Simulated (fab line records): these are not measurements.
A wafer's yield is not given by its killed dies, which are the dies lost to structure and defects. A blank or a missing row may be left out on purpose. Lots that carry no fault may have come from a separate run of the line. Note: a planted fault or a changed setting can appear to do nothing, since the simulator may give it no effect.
8D (eight disciplines) problem report, filled in by code    flow n5-finfet    the parts of the form that need people (team, actions taken, sign-off) are left out

== 1. THE PROBLEM ==
Mean of time-to-endpoint-s at N5_BEOL_M1_CMP_52: 34 s across 6 wafers in 2 lots; on wafers with no fault it is 62 s (standard deviation 4.6). That is -6.0 standard deviations from the usual mean.
The step: polishes, stops on SiOC, t overpolish 6.8 s, target thk 40 nm.
The first sign was on wafer L783.1 at day 7 19:37, on cmp-01. At this step, 30 wafers from 10 lots have a number in the record. Rule for "out" (also "out of limits"): further than 4 standard deviations from the usual mean. All remaining wafers that have a number are taken as sound.

== 2. WHAT IT IS, AND WHAT IT ISN'T ==
question                     is                      is not
which readings at this step  time-to-endpoint-s      edge-zone-pressure-frac, motor-current-A
which lots                   L783, L784              L777, L780, L795, L796, L797, L798, L799, L800
which wafers of those lots   all that have a number  -
read on which tools          cmp-01                  cmp-02, cmp-04
when                         from day 7 19:37        up to then (6 sound wafers); but 18 sound wafers of L795, L796, L797, L798, L799, L800 came after

== 3. SUSPECTS, AND WHAT RULES EACH OUT ==
Counting: a tool stays on the suspect list if, at a process step up to the reading, it processed all lots that are out and no sound lot following the first of them.
- ecd-cu-01 at N5_BEOL_M1_ECD_50 (material Cu, target thk 300 nm): ruled out as a lasting fault. Sound lots L796, L795, L798, L799, L800 ran on it after its first lot that is out, L783 (day 7 19:14).
- cmp-01 at N5_BEOL_M1_CMP_52 (polishes, stops on SiOC, t overpolish 6.8 s, target thk 40 nm): ruled out as a lasting fault. Sound lots L796, L797, L798, L800 ran on it after its first lot that is out, L783 (day 7 19:37).
Left after counting: nothing in the record.

== 4. THE CAUSE (what the simulator had put in) ==
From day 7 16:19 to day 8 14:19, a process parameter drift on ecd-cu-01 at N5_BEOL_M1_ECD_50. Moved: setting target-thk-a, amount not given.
The count ruled it out by mistake, since the rule takes a fault to strike every lot its tool runs from the start of the fault on, and this one did not do so.

== 5. THE CHAIN OF EFFECTS, in route order ==
One row per reading whose mean, taken over the struck wafers that have a number, lies over 3 standard deviations from the usual. Only readings for which the record gives a usual standard deviation are gone through. hours: the time from each lot's start at the first step in this table that gives one to its start at this step, as a median over the lots. sigmas: the change in usual standard deviations.
hours  step               reading             usual  on struck wafers  change  sigmas
0      N5_BEOL_M1_CMP_52  time-to-endpoint-s  62 s   34                -28     -6.0
Process steps it contains:
- N5_BEOL_M1_CMP_52: polishes, stops on SiOC, t overpolish 6.8 s, target thk 40 nm.
At these later measuring or inspecting steps, every struck wafer for which the step has a row has a number for every such reading, and none has moved that far: N5_BEOL_M4_RC_MEAS_101.

== 6. HOW IT WOULD HAVE BEEN CAUGHT EARLIER ==
In this record no reading fell out of limits until day 7 19:37, 3 hours after the fault had begun at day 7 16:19.
